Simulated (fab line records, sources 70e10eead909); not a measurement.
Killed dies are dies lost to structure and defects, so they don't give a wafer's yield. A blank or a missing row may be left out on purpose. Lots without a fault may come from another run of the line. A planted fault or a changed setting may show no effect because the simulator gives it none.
A struck lot beside a sound one | flow nand_harc | 17 steps out of a route of 1302
Sound: wafers L870.4, L870.5, L870.6. Struck: wafers L883.1, L883.3, L883.6. The cause comes at the end.
At each step with rows: each side's tool, then ch and its chambers, then its first start. Under that, the readings that differ: sound wafers | struck wafers | difference of the means | sigmas: that difference in standard deviations of wafers without a fault.
alike: readings whose means differ by less than 2 such deviations, and words and numbers that are the same on both sides. not compared: withheld readings, readings that some wafer has no value for, bounds like >300 that may hide the same value, and numbers for which the record gives no deviation and whose values overlap.
The two part at a step that has a row with sigmas, a row that says differs or no value, or rows on one side only. Numbers that don't overlap but have no deviation are shown without sigmas and don't part them. A reading that every wafer of one side lacks parts them only if that side has two wafers or more.

NHARC_A_WL_FILL_INSPECT_15:
  sound on defect_inspect-01, day 22 16:28; struck on defect_inspect-01, day 27 07:58
  alike: raw_defect_count
NHARC_A_CONTACT_DEP_24: deposits SiO2, target thk 500 nm.
  sound on pecvd-02 ch 0,1, day 22 16:43; struck on pecvd-03 ch 0,2, day 27 08:05
  alike: chamber_pressure_Torr, flow_sccm, heater_power_w, throttle_valve_pct
NHARC_A_CONTACT_DEP_28: deposits aC, target thk 7000 nm.
  sound on acl_dep-02 ch 0, day 22 20:28; struck on acl_dep-03 ch 0, day 27 09:59
  alike: throttle_valve_pct
NHARC_A_CONTACT_DEP_29: deposits SiON, target thk 100 nm.
  sound on pecvd-01 ch 0,1,2, day 22 22:41; struck on pecvd-03 ch 0,2, day 27 14:17
  alike: chamber_pressure_Torr, heater_power_w
then, 7 steps without rows for these wafers: NHARC_A_CONTACT_DEHYDRATE_32 (time 120 s); NHARC_A_CONTACT_HMDS_33 (time 30 s); NHARC_A_CONTACT_COAT_34 (time 75 s); NHARC_A_CONTACT_COAT_35 (time 65 s); NHARC_A_CONTACT_COAT_36 (resist thk 90 nm); NHARC_A_CONTACT_SOFTBAKE_37 (time 55 s); NHARC_A_CONTACT_EBR_38.
NHARC_A_CONTACT_EXPOSE_39: exposes mask A CC 3.
  sound on arfi_scanner-03 ch 0, day 22 23:17; struck on arfi_scanner-03 ch 0, day 27 14:43
  reading              | sound             | struck            | difference | sigmas
  exposure_dose_mJ_cm2 | 58.89 58.87 58.87 | 84.73 84.75 84.81 | +25.89     | +99 or more
  alike: mask
then, 2 steps without rows for these wafers: NHARC_A_CONTACT_PEB_40 (peb time 65 s); NHARC_A_CONTACT_DEVELOP_41 (develop time 35 s).
NHARC_A_CONTACT_CD_MEAS_42: target cd 300 nm.
  sound on cd_sem-02 ch 0, day 22 23:25; struck on cd_sem-03 ch 0, day 27 14:51
  reading    | sound             | struck            | difference | sigmas
  cd_nm (nm) | 301.1 301.4 300.5 | 321.1 321.4 320.7 | +20.1      | +45
NHARC_A_CONTACT_OVL_MEAS_43:
  sound on overlay-01, day 22 23:30; struck on overlay-02, day 27 14:56
  alike: overlay_x_nm, overlay_y_nm
then, 1 step without rows for these wafers: NHARC_END_SORT_01.

WHERE THEY PART
First at NHARC_A_CONTACT_EXPOSE_39; last, within this record, at NHARC_A_CONTACT_CD_MEAS_42. Later steps at which nothing parts them and some readings are alike: NHARC_A_CONTACT_OVL_MEAS_43.

WHY: what the simulator had put in
Process parameter drift: arfi_scanner-03, from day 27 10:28 on, at NHARC_A_CONTACT_EXPOSE_39. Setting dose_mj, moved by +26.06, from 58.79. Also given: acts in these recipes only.
